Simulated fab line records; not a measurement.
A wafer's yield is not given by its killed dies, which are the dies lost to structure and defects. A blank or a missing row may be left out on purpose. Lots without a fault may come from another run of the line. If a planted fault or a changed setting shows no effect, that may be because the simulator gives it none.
fab line records	flow n5_finfet
record: lots: 7	wafers: 21
route steps=1938 shown BEOL_M13@1662 BEOL_M15@1824 TV_OPEN@1888 PASSIVATION@1922
start_h: hours from the record's opening day to when the first of the lot's shown wafers began	wait_h: how many hours have passed since the lot's step before this one	" repeats the value in the row above	L1.1+2: a row that stands for several wafers	- no value, or no start given	* or withheld: withheld	< > ~ a bound
route shown NAME@n: NAME is a module with steps in the file, n the number in the route of the first one	usual: mean/standard deviation of fault-free wafers	same: alike in all rows	chamber/n: place in a boat	sites: readings site by site	_std_site: standard deviation across them	_edge_site: inner sites' mean taken away from outer sites' mean	radius_mm: for every site, how far away it sits from the centre of the wafer	mask NAME#n: copy n	behind: the last tool/chamber to shape the wafer	hold: why the lot was held/for how many hours/how that ended	device: names the non-switching transistor (n, p or np)	end of line: the same wafers' tests at the end of the route	where a step has no rows: the recipe by itself	killed: count of dies lost to structure and defects at first sort (not the wafer's yield)	map: the dies of a wafer, with x for killed, . for not killed, _ for no die there
set.NAME: the run value of the setting; set.NAME@STEP: its run value at that earlier step	model.NAME: the simulator's own value behind a step, which no gauge read
lots whose settings were changed on purpose; a table a step, a row a wafer
== steps ==
step: N5_BEOL_M13_COAT_04
recipe: spin_rpm: 1625	resist_thk_nm: 400
lot.wafer	tool	chamber	start_h	wait_h	set.spin_rpm	model.coat_of_BEOL_M13_COAT_04.thk_nm
L076.1	litho_track-05	0	-	-	1625	402.8
L076.5	"	0	"	"	1625	401
L076.6	"	0	"	"	1625	401.4
L074.1	litho_track-02	0	-	-	1625	400.8
L074.5	"	0	"	"	1544	411
L074.6	"	0	"	"	1625	401.4
L084.1	litho_track-02	0	-	-	1625	399.6
L084.3+6	"	0	"	"	1625	400.8
L085.1	litho_track-05	0	-	-	1625	397.6
L085.5	"	0	"	"	1515	413.2
L085.6	"	0	"	"	1515	413.4
L087.1	litho_track-05	0	-	-	1625	399
L087.2	"	0	"	"	1625	399.6
L087.3	"	0	"	"	1500	415
L089.4	litho_track-02	0	-	-	1676	395.4
L089.5+6	"	0	"	"	1625	401.4
L094.2	litho_track-05	0	-	-	1532	414.2
L094.5	"	0	"	"	1625	402
L094.6	"	0	"	"	1625	401.4
step: N5_BEOL_M13_EBR_06
recipe: solvent: PGMEA	ebr_width_mm: 1.5
step: N5_BEOL_M13_SOFTBAKE_05
recipe: temp_c: 130	time_s: 60
step: N5_BEOL_M13_DESCUM_15
recipe: chemistry: O2	time_s: 7.9	source_power_w: 50	bias_power_w: 20	pressure_mtorr: 20	rf_frequency_hz: 2.712e+07	temp_c: 40	o2_flow_sccm: 225
step: N5_BEOL_M13_ETCH_59
recipe: chemistry: N2/H2	target: BARC	target_depth_a: 890	overetch_a: 267	time_s: 67.9	ion_energy_ev: 200	pressure_mtorr: 30	source_w: 840	bias_w: 150	n2_flow_sccm: 200	h2_flow_sccm: 200
lot.wafer	tool	chamber	start_h	wait_h	set.spin_rpm@BEOL_M13_COAT_04	model.coat_of_BEOL_M13_COAT_04.thk_nm
L076.1	rie_diel-01	1	241.69	0.0	1625	318.8
L076.5	"	2	"	"	1625	316.6
L076.6	"	1	"	"	1625	317.4
L074.1	rie_diel-01	1	242.45	0.0	1625	317.2
L074.5	"	3	"	"	1544	325.8
L074.6	"	2	"	"	1625	316.8
L084.1	rie_diel-06	2	296.97	0.0	1625	314.8
L084.3	"	3	"	"	1625	318.8
L084.6	"	3	"	"	1625	319.2
L085.1	rie_diel-06	3	305.96	0.0	1625	315.6
L085.5	"	0	"	"	1515	331.2
L085.6	"	3	"	"	1515	331
L087.1	rie_diel-06	3	324.71	0.0	1625	317.6
L087.2	"	1	"	"	1625	319.2
L087.3	"	2	"	"	1500	331.4
L089.4	rie_diel-06	2	341.90	0.0	1676	310.6
L089.5	"	3	"	"	1625	319.6
L089.6	"	0	"	"	1625	319.4
L094.2	rie_diel-06	0	353.26	0.0	1532	333.2
L094.5	"	0	"	"	1625	321
L094.6	"	3	"	"	1625	320
step: N5_BEOL_M13_VIA_ETCH_16
recipe: chemistry: C4F8/O2/Ar	target: SiOC	pressure_mtorr: 30	source_w: 3000	bias_w: 700	Ar_flow_sccm: 400	C4F8_flow_sccm: 15	O2_flow_sccm: 8	he_inner_torr: 15	he_outer_torr: 30	target_depth_a: 9217	time_s: withheld	ion_energy_ev: 250	ends: cleared
lot.wafer	tool	chamber	start_h	wait_h	set.time_s@BEOL_M13_ILD_DEP_00	set.spin_rpm@BEOL_M13_COAT_04	model.etch.depth_nm	model.coat_of_BEOL_M13_COAT_04.thk_nm
L076.1	rie_diel-01	1	241.74	0.0	*	1625	933.7	43.4
L076.5	"	2	"	"	*	1625	844	67.6
L076.6	"	1	"	"	*	1625	952.8	36.4
L074.1	rie_diel-01	1	242.50	0.0	*	1625	851.8	66
L074.5	"	3	"	"	*	1544	869.2	69.4
L074.6	"	2	"	"	*	1625	846.3	67.2
L084.1	rie_diel-06	2	297.02	0.0	*	1625	840.2	66.8
L084.3	"	3	"	"	*	1625	848.7	68.4
L084.6	"	3	"	"	*	1625	862	64.8
L085.1	rie_diel-06	3	306.01	0.0	*	1625	835.1	69.4
L085.5	"	0	"	"	*	1515	980.5	42
L085.6	"	3	"	"	*	1515	857.9	78
L087.1	rie_diel-06	3	324.76	0.0	*	1625	910.3	49
L087.2	"	1	"	"	*	1625	833	73.4
L087.3	"	2	"	"	*	1500	825.6	87.8
L089.4	rie_diel-06	2	342.03	0.1	*	1676	833.8	64.6
L089.5	"	3	"	"	*	1625	841.8	71.4
L089.6	"	0	"	"	*	1625	828.8	74.8
L094.2	rie_diel-06	0	353.31	0.0	*	1532	849.4	82.6
L094.5	"	0	"	"	*	1625	852.1	69.6
L094.6	"	3	"	"	*	1625	856.7	67.2
step: N5_BEOL_M13_STRIP_63
recipe: chemistry: N2/H2	power_w: 1000	temp_c: 250	h2_frac: 0.65	overash_fraction: 0.3	pressure_mtorr: 1000	n2_flow_sccm: 1750	h2_flow_sccm: 3250
usual: strip_time_to_endpoint_s: 27.1/1.3
lot.wafer	tool	chamber	start_h	wait_h	set.time_s@BEOL_M13_ILD_DEP_00	set.spin_rpm@BEOL_M13_COAT_04	strip_time_to_endpoint_s
L076.1	plasma_asher-01	0	241.97	-	185.3	1625	19.5
L076.5	"	0	"	"	166.4	1625	27.0
L076.6	"	1	"	"	185.3	1625	17.2
L074.1	plasma_asher-02	1	242.74	-	166.4	1625	26.5
L074.5	"	1	"	"	166.4	1544	27.5
L074.6	"	0	"	"	166.4	1625	26.8
L084.1	plasma_asher-02	1	297.26	-	166.4	1625	26.7
L084.3	"	1	"	"	166.4	1625	27.2
L084.6	"	0	"	"	166.4	1625	26.2
L085.1	plasma_asher-02	0	306.25	-	166.4	1625	27.4
L085.5	"	1	"	"	189.6	1515	19.1
L085.6	"	0	"	"	166.4	1515	30.0
L087.1	plasma_asher-02	1	325.00	-	182.1	1625	21.3
L087.2	"	0	"	"	166.4	1625	28.7
L087.3	"	1	"	"	166.4	1500	32.8
L089.4	plasma_asher-01	1	342.18	-	166.4	1676	26.1
L089.5	"	0	"	"	166.4	1625	28.1
L089.6	"	1	"	"	166.4	1625	29.1
L094.2	plasma_asher-02	0	353.55	-	166.4	1532	31.3
L094.5	"	1	"	"	166.4	1625	27.5
L094.6	"	0	"	"	166.4	1625	26.9
step: N5_BEOL_M13_STRIP_64
recipe: chemistry: N2/H2	power_w: 1000	temp_c: 250	h2_frac: 0.65	overash_fraction: 0.3	pressure_mtorr: withheld	n2_flow_sccm: 1750	h2_flow_sccm: 3250
step: N5_BEOL_M13_STRIP_71
recipe: chemistry: post_etch_residue_remover	time_s: 60	temp_c: 25	remover_ph: withheld	remover_water_wt_pct: withheld	remover_fluoride_wt_pct: withheld
step: N5_BEOL_M13_STRIP_37
recipe: chemistry: N2/H2	power_w: 1000	temp_c: 250	h2_frac: 0.65	overash_fraction: 0.3	pressure_mtorr: withheld	n2_flow_sccm: 1750	h2_flow_sccm: 3250
step: N5_BEOL_M13_ETCH_38
recipe: chemistry: CF4/N2	target: SiCN	target_depth_a: 675	taper_deg: 2	time_s: 71.9	ion_energy_ev: 150	mask_material: SiO2	pressure_mtorr: 40	source_w: 430	bias_w: 70	Ar_flow_sccm: 100	cf4_flow_sccm: 60	n2_flow_sccm: 60
lot.wafer	tool	chamber	start_h	wait_h	set.time_s@BEOL_M13_ILD_DEP_00	model.SiOC_of_BEOL_M13_ILD_DEP_00.thk_nm
L076.1	rie_diel-03	3	243.29	-	185.3	885.8
L076.5	"	2	"	"	166.4	798.4
L076.6	"	3	"	"	185.3	904.8
L074.1	rie_diel-06	0	244.75	-	166.4	805
L074.5	"	0	"	"	166.4	821.8
L074.6	"	3	"	"	166.4	797.8
L084.1	rie_diel-03	2	303.79	-	166.4	794
L084.3	"	0	"	"	166.4	801.6
L084.6	"	3	"	"	166.4	814.4
L085.1	rie_diel-03	0	307.76	-	166.4	788
L085.5	"	0	"	"	189.6	933
L085.6	"	3	"	"	166.4	810.4
L087.1	rie_diel-01	3	326.82	-	182.1	860.8
L087.2	"	2	"	"	166.4	783.4
L087.3	"	0	"	"	166.4	777.2
L089.4	rie_diel-06	2	344.51	-	166.4	784.6
L089.5	"	0	"	"	166.4	795.2
L089.6	"	3	"	"	166.4	781
L094.2	rie_diel-03	2	355.71	-	166.4	803.2
L094.5	"	1	"	"	166.4	803.8
L094.6	"	0	"	"	166.4	809.2
step: N5_BEOL_M15_CMP_49
recipe: stop_on: SiO2	t_overpolish_s: 4.9	down_force_psi: 2	platen_rpm: 80	clearing_platen_down_force_psi: 2	clearing_platen_rpm: 80	post_cmp_clean: cu_alkaline	target_thk_nm: 850	clearing_platen_pad_velocity_m_s: 1.5917	pad_velocity_m_s: 1.5917
usual: barrier_field_endpoint_s: 11.4/0.31
lot.wafer	tool	chamber	start_h	wait_h	set.down_force_psi	barrier_field_endpoint_s
L076.1	cmp-02	3	253.65	0.3	2	11.5
L076.5	"	2	"	"	2	10.9
L076.6	"	3	"	"	2	11.2
L074.1	cmp-03	1	256.50	0.3	2	11.4
L074.6	"	3	"	"	2.289	9.5
L074.5	"	0	"	"	2.289	9.9
L084.3	cmp-01	3	317.55	0.2	2	11.7
L084.1	"	0	"	"	2	11.2
L084.6	"	2	"	"	2	10.9
L085.1	cmp-02	1	319.68	0.3	1.688	14.0
L085.6	"	0	"	"	2	12.0
L085.5	"	1	"	"	2	11.6
L087.1	cmp-03	2	341.08	0.3	2	11.0
L087.3	"	3	"	"	1.843	12.2
L087.2	"	1	"	"	1.843	12.7
L089.4	cmp-01	2	354.63	0.2	2	10.8
L089.6	"	1	"	"	2	11.1
L089.5	"	2	"	"	2	11.2
L094.2	cmp-02	1	369.54	0.3	2.211	10.0
L094.5	"	3	"	"	2	11.3
L094.6	"	0	"	"	2	11.4
step: N5_PASSIVATION_VIA_ETCH_13
recipe: chemistry: CHF3/O2	target: SiO2	target_depth_a: 6600	CHF3_flow_sccm: 50	O2_flow_sccm: 5	Ar_flow_sccm: 200	time_s: 330	mask_material: PR	pressure_mtorr: 30	source_w: 650	bias_w: 170	ion_energy_ev: 200	ends: cleared
usual: rf_vpp_V: 518/9.2
lot.wafer	tool	chamber	start_h	wait_h	set.bias_w	rf_vpp_V
L076.1	rie_diel-01	3	263.88	0.0	170	514
L076.5	"	3	"	"	180.8	541
L076.6	"	2	"	"	170	526
L074.1	rie_diel-06	0	264.33	0.0	147	453
L074.5	"	0	"	"	170	509
L074.6	"	3	"	"	170	528
L084.1	rie_diel-01	0	325.66	0.0	170	507
L084.3	"	1	"	"	170	514
L084.6	"	1	"	"	170	514
L085.1	rie_diel-01	2	327.29	0.0	159.2	499
L085.5	"	2	"	"	159.2	499
L085.6	"	1	"	"	170	515
L087.1	rie_diel-06	3	348.71	0.0	170	529
L087.2	"	2	"	"	170	513
L087.3	"	0	"	"	170	508
L089.4	rie_diel-06	2	362.20	0.0	152.2	469
L089.5	"	3	"	"	170	529
L089.6	"	0	"	"	152.2	465
L094.2	rie_diel-01	2	377.91	0.0	177.9	544
L094.5	"	3	"	"	170	513
L094.6	"	2	"	"	177.9	544
step: N5_PASSIVATION_PEB_42
recipe: peb_temp_c: withheld	peb_time_s: *
lot.wafer	tool	chamber	start_h	wait_h	set.peb_time_s
L076.1+5	litho_track-01	0	266.85	0.1	*
L076.6	"	0	"	"	*
L074.1+6	litho_track-02	0	267.59	0.1	*
L074.5	"	0	"	"	*
L084.1+3+6	litho_track-02	0	329.90	0.1	*
L085.1+5	litho_track-01	0	330.41	0.1	*
L085.6	"	0	"	"	*
L087.1+2	litho_track-02	0	351.99	0.1	*
L087.3	"	0	"	"	*
L089.4	litho_track-02	0	365.30	0.0	*
L089.5+6	"	0	"	"	*
L094.2+5	litho_track-04	0	380.60	0.1	*
L094.6	"	0	"	"	*
step: N5_PASSIVATION_DEVELOP_43
recipe: develop_time_s: 60	rinse_liquid: diw	dry: air_spin	dev_temp_c: 21
step: N5_PASSIVATION_HARDBAKE_45
recipe: temp_c: 130	time_s: 120
step: N5_PASSIVATION_CD_MEAS_44
recipe: target_cd_nm: 40000	landing_energy_ev: 500	detector: se_inlens
usual: cd_nm: 39999/3.1
lot.wafer	tool	chamber	start_h	wait_h	set.peb_time_s@PASSIVATION_PEB_42	cd_nm
L076.1	cd_sem-02	0	266.97	-	*	39985
L076.5	"	0	"	"	*	39985
L076.6	"	0	"	"	*	39996
L074.1	cd_sem-03	0	267.70	-	*	40001
L074.5	"	0	"	"	*	40007
L074.6	"	0	"	"	*	39996
L084.1	cd_sem-03	0	330.01	-	*	40001
L084.3	"	0	"	"	*	40002
L084.6	"	0	"	"	*	40002
L085.1	cd_sem-02	0	330.53	-	*	39987
L085.5	"	0	"	"	*	39990
L085.6	"	0	"	"	*	39995
L087.1	cd_sem-02	0	352.10	-	*	40000
L087.2	"	0	"	"	*	39996
L087.3	"	0	"	"	*	39990
L089.4	cd_sem-01	0	365.42	-	*	39997
L089.5	"	0	"	"	*	40003
L089.6	"	0	"	"	*	40007
L094.2	cd_sem-03	0	380.72	-	*	40001
L094.5	"	0	"	"	*	40004
L094.6	"	0	"	"	*	39998
step: N5_PASSIVATION_ETCH_54
recipe: chemistry: CHF3/O2	target: SiO2	target_depth_a: 8800	CHF3_flow_sccm: 50	O2_flow_sccm: 5	Ar_flow_sccm: 200	time_s: 440	mask_material: PR	pressure_mtorr: 30	source_w: 650	bias_w: 170	ion_energy_ev: 200
lot.wafer	tool	chamber	start_h	wait_h	set.time_s	model.etch.depth_nm	model.PASSIVATION.feature_depth_nm
L076.1	rie_diel-05	3	267.32	0.1	440	872.2	872.2
L076.5	"	0	"	"	440	871.2	871.2
L076.6	"	3	"	"	348.9	694	694
L074.1	rie_diel-05	1	268.06	0.1	534.8	1108	1108
L074.5	"	3	"	"	440	875.3	875.2
L074.6	"	2	"	"	440	874.4	874.4
L084.1	rie_diel-04	3	330.68	0.1	440	870.7	870.6
L084.3	"	1	"	"	440	866.3	866.4
L084.6	"	0	"	"	440	862.2	862.2
L085.1	rie_diel-05	1	331.03	0.1	440	900.2	900.2
L085.5	"	3	"	"	440	891.1	891.2
L085.6	"	1	"	"	440	905.9	906
L087.1	rie_diel-04	3	352.62	0.1	440	875.4	875.4
L087.2	"	2	"	"	537.9	1079	1079
L087.3	"	0	"	"	440	872	872
L089.4	rie_diel-05	2	365.77	0.1	440	884.3	884.4
L089.5	"	0	"	"	440	863.2	863.2
L089.6	"	1	"	"	440	890	890
L094.2	rie_diel-02	0	381.20	0.1	440	865.3	865.4
L094.5	"	2	"	"	405.8	803.4	803.4
L094.6	"	1	"	"	440	891.1	891.2
== key ==
split: step: N5_BEOL_M13_COAT_04	setting: spin_rpm	stated: 1625	by: wafer
response: step: N5_BEOL_M13_COAT_04	reading: model.coat_of_BEOL_M13_COAT_04.thk_nm	change: -2.13	per: 1%	r: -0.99
response: step: N5_BEOL_M13_ETCH_59	reading: model.coat_of_BEOL_M13_COAT_04.thk_nm	change: -2.03	per: 1%	r: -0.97
response: step: N5_BEOL_M13_VIA_ETCH_16	reading: model.coat_of_BEOL_M13_COAT_04.thk_nm	slope: -1.69	per: 1%	together_with: time_s@BEOL_M13_ILD_DEP_00	explained: 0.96
response: step: N5_BEOL_M13_STRIP_63	reading: strip_time_to_endpoint_s	slope: *	per: 1%	together_with: time_s@BEOL_M13_ILD_DEP_00	explained: 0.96
split: step: N5_BEOL_M15_CMP_49	setting: down_force_psi	stated: 2	by: wafer
response: step: N5_BEOL_M15_CMP_49	reading: barrier_field_endpoint_s	change: -0.136	per: 1%	r: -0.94
split: step: N5_PASSIVATION_VIA_ETCH_13	setting: bias_w	stated: 170	by: wafer
response: step: N5_PASSIVATION_VIA_ETCH_13	reading: rf_vpp_V	change: +4.83	per: 1%	r: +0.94
split: step: N5_PASSIVATION_PEB_42	setting: peb_time_s	stated: *	by: wafer
response: step: N5_PASSIVATION_CD_MEAS_44	reading: cd_nm	change: +0.525	per: 1%	r: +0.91
split: step: N5_PASSIVATION_ETCH_54	setting: time_s	stated: 440	by: wafer
response: step: N5_PASSIVATION_ETCH_54	reading: model.etch.depth_nm	change: +9.57	per: 1%	r: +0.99
response: step: N5_PASSIVATION_ETCH_54	reading: model.PASSIVATION.feature_depth_nm	change: +9.56	per: 1%	r: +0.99
split outside_this_file step=N5_BEOL_M13_ILD_DEP_00 setting=time_s
split outside_this_file: this setting was split too, and the file shows its column; the key of that split is in another file
